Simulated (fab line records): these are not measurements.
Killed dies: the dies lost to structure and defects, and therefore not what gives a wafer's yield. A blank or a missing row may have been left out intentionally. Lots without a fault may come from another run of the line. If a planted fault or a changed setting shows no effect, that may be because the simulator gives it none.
fab line records    flow nand_harc
[record] lots = 7  wafers = 19  last_day = 24
route steps=1159 shown A_WL_FILL@820 END@1159
lots that met no fault: taken from a fault-free run of the same line
start_h: the number of hours between the record's first day and the start of the first shown wafer of the lot    wait_h: time in hours since the lot's previous step    " the same as in the row above    L1.1+2: a single row standing in for several wafers    - value missing, or start not given    * or withheld: withheld    < > ~ a bound
route shown NAME@n: names a module that has steps shown in the file, with the first one's number in the route    usual: the fault-free wafers' mean and standard deviation    same: alike in all rows    chamber/n: place in a boat    sites: the reading at each site    _std_site: the standard deviation of these    _edge_site: inner sites' mean taken away from outer sites' mean    radius_mm: how far each site lies from the wafer's centre    mask NAME#n: copy n    behind: the most recent tool/chamber to have shaped the wafer    hold: the reason the lot was held/the length of the hold in hours/how it ended    device: names the non-switching transistor (n, p or np)    end of line: the same wafers' tests at the end of the route    a step with no rows: only its recipe    killed: dies lost to structure and defects at the first sort, not the wafer's yield    map: per-die view of a wafer (x killed, . not killed, _ where there is no die)
set.NAME: setting as actually run; set.NAME@STEP: the setting as run at that earlier step    model.NAME: the simulator's own value behind a step, which no gauge read
lots at some steps of the route; a table a step, a row a wafer
services: a tool's chamber out of use, with start hour (start_h, from the record's first day; less than 0 if before it), hours out, and reason
[[steps]]
[step NHARC_A_WL_FILL_ANNEAL_08]
[recipe] temp_c = 450  time_s = 1800
[step NHARC_A_WL_FILL_ALD_10]
[recipe] target_thk_a = 500  pulse_time_s = 10  ald_cycles = 500  temp_c = 300  material = SiO2
[usual] ald_cycles = 500/0  heater_power_w = 456/35  precursor_pulse_height_rel = 0.999/0.022
lot.wafer  tool       chamber  start_h  wait_h  ald_cycles  heater_power_w  precursor_pulse_height_rel  since_wet_clean_h
L324.1     ald_hk-02  0        346.86   0.1     500         495             0.992                       54
L324.4     "          1        "        "       500         429             0.975                       55
L324.6     "          1        349.40   2.6     500         433             0.988                       -
L326.4     ald_hk-01  2        376.16   3.6     500         457             1.023                       137
L326.1     "          3        "        "       500         420             0.983                       137
L326.3     "          0        "        "       500         484             1.020                       138
L336.4     ald_hk-01  0        442.24   0.1     500         500             1.018                       25
L336.1     "          3        443.81   1.6     500         434             0.993                       27
L336.6     "          1        444.86   2.7     500         409             1.015                       -
L340.2     ald_hk-02  2        446.23   0.5     500         501             0.988                       153
L340.3     "          1        447.77   2.1     500         439             1.007                       155
L337.2     ald_hk-01  0        449.38   0.7     500         498             0.982                       32
L337.6     "          0        451.44   2.8     500         500             0.963                       -
L341.1     ald_hk-01  2        467.24   0.2     500         429             0.957                       50
L341.6     "          2        469.32   2.2     500         444             1.007                       -
L341.5     "          3        "        "       500         434             1.000                       -
L342.2     ald_hk-01  3        478.57   0.1     500         442             0.988                       61
L342.4     "          0        "        "       500         494             1.007                       62
L342.1     "          2        480.11   1.6     500         433             1.020                       63
[step NHARC_A_WL_FILL_ETCHBACK_16]
[recipe] target_depth_a = 880  time_s = 17.6  c4f8_flow_sccm = withheld  o2_flow_sccm = 8  ar_flow_sccm = withheld  rf_w = 600  bias_w = 800  chemistry = C4F8/O2/Ar
[usual] oes_product_au = 0.991/0.024  rf_vpp_V = 723/4.5
lot.wafer  tool         chamber  start_h  wait_h  oes_product_au  rf_hours_counter_h  rf_vpp_V
L324.4     rie_diel-13  3        -        -       0.992           2                   726
L324.1     "            1        "        "       0.981           2                   725
L324.6     "            3        "        "       0.982           -                   726
L326.4     rie_diel-13  2        -        -       0.998           2                   719
L326.1     "            3        "        "       0.983           2                   725
L326.3     "            0        "        "       0.996           2                   720
L336.1     rie_diel-13  1        -        -       0.988           4                   725
L336.4     "            2        "        "       1.001           4                   720
L336.6     "            1        "        "       0.977           -                   725
L340.3     rie_diel-13  2        -        -       0.940           4                   718
L340.2     "            3        "        "       0.917           4                   725
L337.2     rie_diel-09  1        -        -       1.015           0                   729
L337.6     "            3        "        "       0.992           -                   727
L341.1     rie_diel-06  0        -        -       1.006           1                   732
L341.5     "            3        "        "       1.009           -                   722
L341.6     "            0        "        "       0.989           -                   730
L342.4     rie_diel-13  3        -        -       1.007           1                   726
L342.2     "            0        "        "       1.015           1                   720
L342.1     "            1        "        "       0.994           1                   724
[step NHARC_A_WL_FILL_STRIP_29]
[recipe] time_s = 20  o2_flow_sccm = 500  ar_flow_sccm = 0  bias_w = 0  chemistry = O2
[usual] drypump_motor_current_A = 5.8/0.42  oes_product_au = 1.001/0.011  rf_vpp_V = 57.7/0.91  showerhead_plenum_p_Torr = 3.51/0.15  throttle_valve_pct = 17.037/0.0089
lot.wafer  tool         chamber  start_h  wait_h  drypump_motor_current_A  oes_product_au  rf_hours_counter_h  rf_vpp_V  showerhead_plenum_p_Torr  throttle_valve_pct
L324.1     rie_diel-13  0        351.55   0.1     6.1                      0.995           2                   58.0      3.40                      17.048
L324.4     "            2        "        "       5.9                      1.016           2                   56.0      3.35                      17.036
L324.6     "            0        "        "       6.1                      0.995           -                   56.2      3.40                      17.045
L326.1     rie_diel-13  3        380.37   0.1     6.7                      0.993           2                   57.1      3.59                      17.028
L326.4     "            0        "        "       6.1                      0.995           2                   56.6      3.40                      17.031
L326.3     "            2        "        "       5.9                      1.001           2                   57.2      3.35                      17.031
L336.1     rie_diel-13  3        447.04   0.1     6.6                      1.001           4                   57.4      3.59                      17.034
L336.4     "            0        "        "       6.2                      0.998           4                   56.0      3.40                      17.044
L336.6     "            1        "        "       6.0                      1.007           -                   58.0      3.57                      17.040
L340.2     rie_diel-13  2        450.98   0.1     5.9                      0.997           4                   58.2      3.35                      17.046
L340.3     "            3        "        "       6.7                      0.994           4                   57.9      3.59                      17.037
L337.2     rie_diel-09  0        453.62   0.1     5.7                      1.006           1                   55.5      3.37                      17.041
L337.6     "            2        "        "       5.7                      1.008           -                   56.9      3.44                      17.050
L341.1     rie_diel-06  1        472.00   0.1     5.3                      1.009           1                   58.5      3.39                      17.035
L341.6     "            0        "        "       5.6                      1.006           -                   58.5      3.78                      17.032
L341.5     "            1        "        "       5.3                      1.003           -                   57.1      3.39                      17.023
L342.1     rie_diel-13  2        483.29   0.1     6.0                      1.003           1                   57.5      3.35                      17.035
L342.4     "            3        "        "       6.6                      1.016           1                   58.7      3.59                      17.050
L342.2     "            0        "        "       6.1                      1.009           1                   59.2      3.40                      17.011
[step NHARC_A_WL_FILL_ETCHBACK_17]
[recipe] target_depth_a = 40  time_s = 26.7  chemistry = Cl2/BCl3
[usual] drypump_motor_current_A = 5.93/0.24  oes_product_au = 1.001/0.0081
lot.wafer  tool          chamber  start_h  wait_h  drypump_motor_current_A  oes_product_au  rf_hours_counter_h
L324.1     rie_metal-01  0        351.65   -       5.87                     1.015           0.3
L324.4     "             1        "        "       6.02                     1.004           -
L324.6     "             0        "        "       5.90                     1.002           -
L326.1     rie_metal-01  0        380.45   -       5.88                     0.989           1.1
L326.4     "             0        "        "       5.89                     0.988           -
L326.3     "             1        "        "       6.05                     1.004           -
L336.1     rie_metal-02  1        447.14   -       5.43                     0.992           1.7
L336.4     "             0        "        "       6.36                     1.001           -
L336.6     "             1        "        "       5.44                     0.987           -
L340.2     rie_metal-03  1        451.08   -       6.04                     0.997           4.7
L340.3     "             0        "        "       5.85                     1.006           -
L337.2     rie_metal-02  1        453.74   -       5.40                     1.001           1.8
L337.6     "             1        "        "       5.38                     0.996           -
L341.1     rie_metal-01  0        472.08   -       5.93                     1.002           4.0
L341.6     "             0        "        "       5.93                     0.995           -
L341.5     "             1        "        "       6.04                     1.002           -
L342.1     rie_metal-01  1        483.38   -       6.03                     0.996           4.7
L342.2     "             0        "        "       5.87                     0.989           4.7
L342.4     "             1        "        "       6.04                     0.996           -
[step NHARC_A_WL_FILL_PRECLEAN_18]
[recipe] time_s = 30  chemistry = dHF
[step NHARC_A_WL_FILL_SRD_21]
[step NHARC_A_WL_FILL_CVD_23]
[recipe] target_thk_a = 400  temp_c = 620  pressure_mtorr = 200  time_s = 800  material = poly-Si
[step NHARC_A_WL_FILL_ETCHBACK_26]
[recipe] target_depth_a = 520  time_s = 13.3  hbr_flow_sccm = 150  rf_w = 350  icp_w = 350  bias_w = 60  chemistry = HBr
[usual] drypump_motor_current_A = 5.9/0.36  oes_product_au = 0.997/0.0094  throttle_valve_pct = 23.265/0.0097
lot.wafer  tool       chamber  start_h  wait_h  drypump_motor_current_A  oes_product_au  rf_hours_counter_h  throttle_valve_pct
L324.1     rie_si-01  2        356.75   0.4     6.5                      1.010           0.3                 23.267
L324.4     "          0        "        "       5.5                      0.991           0.3                 23.267
L324.6     "          2        "        "       6.5                      1.009           -                   23.259
L326.1     rie_si-05  2        385.54   0.4     5.5                      0.993           1.0                 23.278
L326.4     "          0        "        "       5.9                      0.995           1.1                 23.264
L326.3     "          1        "        "       5.8                      1.011           1.0                 23.260
L336.4     rie_si-04  3        452.07   0.4     5.1                      1.014           1.2                 23.275
L336.1     "          0        "        "       5.8                      1.005           1.2                 23.266
L336.6     "          0        "        "       5.7                      1.003           -                   23.288
L340.2     rie_si-01  3        456.03   0.4     5.8                      0.983           1.1                 23.272
L340.3     "          1        "        "       6.0                      0.996           1.1                 23.267
L337.2     rie_si-05  2        458.78   0.4     5.5                      0.995           0.1                 23.266
L337.6     "          0        "        "       5.9                      0.989           -                   23.269
L341.1     rie_si-01  1        477.42   0.4     6.0                      0.994           1.2                 23.266
L341.6     "          0        "        "       5.5                      0.999           -                   23.266
L341.5     "          1        "        "       6.0                      1.006           -                   23.252
L342.2     rie_si-04  3        488.56   0.4     5.1                      1.015           0.2                 23.253
L342.1     "          0        "        "       5.7                      0.999           0.2                 23.262
L342.4     "          1        "        "       6.0                      1.010           0.2                 23.263
[step NHARC_A_WL_FILL_PRECLEAN_30]
[recipe] time_s = 10  chemistry = dHF
[step NHARC_A_WL_FILL_SRD_14]
[step NHARC_A_WL_FILL_ALD_19]
[recipe] target_thk_a = 20  pulse_time_s = 3  ald_cycles = 100  temp_c = 450  material = TiN
[usual] ald_cycles = 100/0  heater_power_w = 1142/110  precursor_pulse_height_rel = 0.999/0.02
lot.wafer  tool          chamber  start_h  wait_h  ald_cycles  heater_power_w  precursor_pulse_height_rel  since_wet_clean_h
L324.1     ald_metal-01  1        357.05   0.1     100         1198            0.996                       67
L324.4     "             2        "        "       100         1334            1.019                       67
L324.6     "             0        "        "       100         1087            0.984                       -
L326.4     ald_metal-02  0        385.80   0.1     100         1095            1.001                       12
L326.1     "             1        "        "       100         1247            0.986                       12
L326.3     "             2        "        "       100         1093            1.061                       12
L336.4     ald_metal-02  3        452.35   0.1     100         1080            0.982                       78
L336.1     "             1        "        "       47          1238            1.008                       78
L336.6     "             0        "        "       100         1101            0.964                       -
L340.2     ald_metal-02  3        456.30   0.1     47          1089            1.022                       82
L340.3     "             1        "        "       100         1255            0.973                       82
L337.2     ald_metal-02  3        459.05   0.1     47          1094            1.015                       85
L337.6     "             1        "        "       100         1234            0.987                       -
L341.1     ald_metal-01  2        477.67   0.1     100         1248            0.993                       10
L341.6     "             2        "        "       100         1276            0.996                       -
L341.5     "             3        "        "       100         1143            0.996                       -
L342.1     ald_metal-01  3        488.84   0.1     100         1133            0.984                       21
L342.4     "             0        "        "       100         1099            1.013                       21
L342.2     "             1        "        "       100         1179            0.984                       21
[step NHARC_A_WL_FILL_CVD_20]
[recipe] target_thk_a = 750  temp_c = 300  pressure_torr = 40  wf6_flow_sccm = 40  h2_flow_sccm = 1600  ar_flow_sccm = 1560  time_s = 5064  material = W
[step NHARC_END_SORT_01]
[recipe] temp_c = 25
[usual] killed_at_array = 26/10  killed_at_other = 0.5/0.87  killed_at_periphery = 3.0/2.5  killed_dies = 29/11  killed_open = 3.3/1.9  killed_short = 1.8/1.5
[same] gross_dies = 677
lot.wafer  tool       chamber  start_h  wait_h  killed_at_array  killed_at_other  killed_at_periphery  killed_dies  killed_open  killed_short
L336.1     prober-01  0        534.21   2.5     673              0                4                    677          1            4
L340.2     prober-02  0        550.90   2.8     674              2                1                    677          4            3
L337.2     prober-01  0        550.91   2.8     677              0                0                    677          2            0
// killed by level:class
L336.1 A_WL_FILL:area_ald=638 A_SLIT:chamber_film_flake=20 A_STAIRCASE:chamber_film_flake=5 A_CHANNEL_HOLE_D1:chamber_film_flake=3 A_CONTACT:chamber_film_flake=3 A_CHANNEL_FILL_D1:geometric_particle:short=2 P_M0:geometric_particle:short=1 A_BLC:geometric_particle:open=1
L340.2 A_WL_FILL:area_ald=639 A_SLIT:chamber_film_flake=15 A_CHANNEL_HOLE_D1:chamber_film_flake=4 A_CONTACT:chamber_film_flake=4 A_M0:chamber_film_flake=3 A_CONTACT:geometric_particle:open=2 A_STAIRCASE:chamber_film_flake=2 THIN_TSV:chamber_film_flake=2
L337.2 A_WL_FILL:area_ald=644 A_CHANNEL_HOLE_D1:chamber_film_flake=27 A_STAIRCASE:chamber_film_flake=3 A_CHANNEL_FILL_D1:geometric_particle:open=1 A_M0:geometric_particle:open=1 A_WL_FILL:chamber_film_flake=1
// map L336.1 (x killed, . not)
____________x____________
_________xxxxxxx_________
_______xxxxxxxxxxx_______
______xxxxxxxxxxxxx______
_____xxxxxxxxxxxxxxx_____
____xxxxxxxxxxxxxxxxx____
____xxxxxxxxxxxxxxxxx____
___xxxxxxxxxxxxxxxxxxx___
___xxxxxxxxxxxxxxxxxxx___
__xxxxxxxxxxxxxxxxxxxxx__
__xxxxxxxxxxxxxxxxxxxxx__
_xxxxxxxxxxxxxxxxxxxxxxx_
_xxxxxxxxxxxxxxxxxxxxxxx_
_xxxxxxxxxxxxxxxxxxxxxxx_
_xxxxxxxxxxxxxxxxxxxxxxx_
_xxxxxxxxxxxxxxxxxxxxxxx_
xxxxxxxxxxxxxxxxxxxxxxxxx
xxxxxxxxxxxxxxxxxxxxxxxxx
xxxxxxxxxxxxxxxxxxxxxxxxx
xxxxxxxxxxxxxxxxxxxxxxxxx
xxxxxxxxxxxxxxxxxxxxxxxxx
_xxxxxxxxxxxxxxxxxxxxxxx_
_xxxxxxxxxxxxxxxxxxxxxxx_
_xxxxxxxxxxxxxxxxxxxxxxx_
_xxxxxxxxxxxxxxxxxxxxxxx_
_xxxxxxxxxxxxxxxxxxxxxxx_
__xxxxxxxxxxxxxxxxxxxxx__
__xxxxxxxxxxxxxxxxxxxxx__
___xxxxxxxxxxxxxxxxxxx___
___xxxxxxxxxxxxxxxxxxx___
____xxxxxxxxxxxxxxxxx____
____xxxxxxxxxxxxxxxxx____
_____xxxxxxxxxxxxxxx_____
______xxxxxxxxxxxxx______
_______xxxxxxxxxxx_______
_________xxxxxxx_________
____________x____________
// map L337.2 (x killed, . not)
____________x____________
_________xxxxxxx_________
_______xxxxxxxxxxx_______
______xxxxxxxxxxxxx______
_____xxxxxxxxxxxxxxx_____
____xxxxxxxxxxxxxxxxx____
____xxxxxxxxxxxxxxxxx____
___xxxxxxxxxxxxxxxxxxx___
___xxxxxxxxxxxxxxxxxxx___
__xxxxxxxxxxxxxxxxxxxxx__
__xxxxxxxxxxxxxxxxxxxxx__
_xxxxxxxxxxxxxxxxxxxxxxx_
_xxxxxxxxxxxxxxxxxxxxxxx_
_xxxxxxxxxxxxxxxxxxxxxxx_
_xxxxxxxxxxxxxxxxxxxxxxx_
_xxxxxxxxxxxxxxxxxxxxxxx_
xxxxxxxxxxxxxxxxxxxxxxxxx
xxxxxxxxxxxxxxxxxxxxxxxxx
xxxxxxxxxxxxxxxxxxxxxxxxx
xxxxxxxxxxxxxxxxxxxxxxxxx
xxxxxxxxxxxxxxxxxxxxxxxxx
_xxxxxxxxxxxxxxxxxxxxxxx_
_xxxxxxxxxxxxxxxxxxxxxxx_
_xxxxxxxxxxxxxxxxxxxxxxx_
_xxxxxxxxxxxxxxxxxxxxxxx_
_xxxxxxxxxxxxxxxxxxxxxxx_
__xxxxxxxxxxxxxxxxxxxxx__
__xxxxxxxxxxxxxxxxxxxxx__
___xxxxxxxxxxxxxxxxxxx___
___xxxxxxxxxxxxxxxxxxx___
____xxxxxxxxxxxxxxxxx____
____xxxxxxxxxxxxxxxxx____
_____xxxxxxxxxxxxxxx_____
______xxxxxxxxxxxxx______
_______xxxxxxxxxxx_______
_________xxxxxxx_________
____________x____________
[[services]]
tool          chamber  start_h  hours  kind
rie_metal-01  -        332.00   9.0    pm
rie_si-05     2        334.74   15.2   repair
rie_diel-06   0        350.17   4.5    repair
ald_metal-02  -        364.00   10.0   pm
rie_si-05     -        366.65   1.3    repair
rie_diel-13   1        368.54   4.2    repair
ald_metal-01  -        376.14   0.5    repair
rie_metal-02  -        388.00   9.0    pm
rie_si-01     2        393.17   15.7   repair
rie_si-01     1        395.98   11.6   repair
rie_si-01     -        399.23   0.7    repair
ald_hk-01     -        408.20   10.0   pm
rie_si-01     0        408.96   6.3    repair
rie_si-05     -        416.00   9.0    pm
ald_metal-01  1        417.26   5.9    repair
rie_diel-06   -        418.20   9.0    pm
rie_diel-06   -        429.09   23.0   repair
rie_diel-13   -        453.00   9.0    pm
rie_si-04     -        453.00   9.0    pm
rie_metal-02  -        455.68   2.1    repair
ald_metal-01  -        458.00   10.0   pm
ald_hk-02     -        461.79   10.0   pm
rie_metal-01  1        465.39   4.4    repair
rie_si-01     -        481.00   9.0    pm
[[key]]
[first_sign] step = NHARC_A_WL_FILL_ALD_19  reading = ald_cycles  direction = down  sigmas = 99+  usual = 100  struck = 47
[effect] step = NHARC_END_SORT_01  reading = killed_at_array  direction = up  sigmas = 65  usual = 26  struck = 675
[more_kills_born_at] NHARC_A_WL_FILL_ALD_19@ald_metal-02 = 1921
met_at NHARC_A_WL_FILL_ALD_19
struck_wafers L336.1,L337.2,L340.2
later_rows_left_out L336.1,L337.2,L340.2
tester_left_out L336,L337,L340
onset_between 385.80 452.35
[fault] kind = process_parameter_drift  tool = ald_metal-02  chamber = -  onset_h = 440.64  steps = NHARC_A_WL_FILL_ALD_19  channel = ald_cycles  offset = -53  shape = step  end_h = 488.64  scope = struck_wafers_only  acts_in = these_recipes_only  stated = 100
// tester_left_out: of these lots the tester's yield and bins aren't shown, on N5 and GAA mostly nor the transistor test; their killed dies are dies lost to structure and defects alone, not to doping, threshold or leakage, so they don't give the yield
// later_rows_left_out: the simulator's readings of these wafers behind a module that went badly wrong aren't trusted and aren't shown, but for the sort
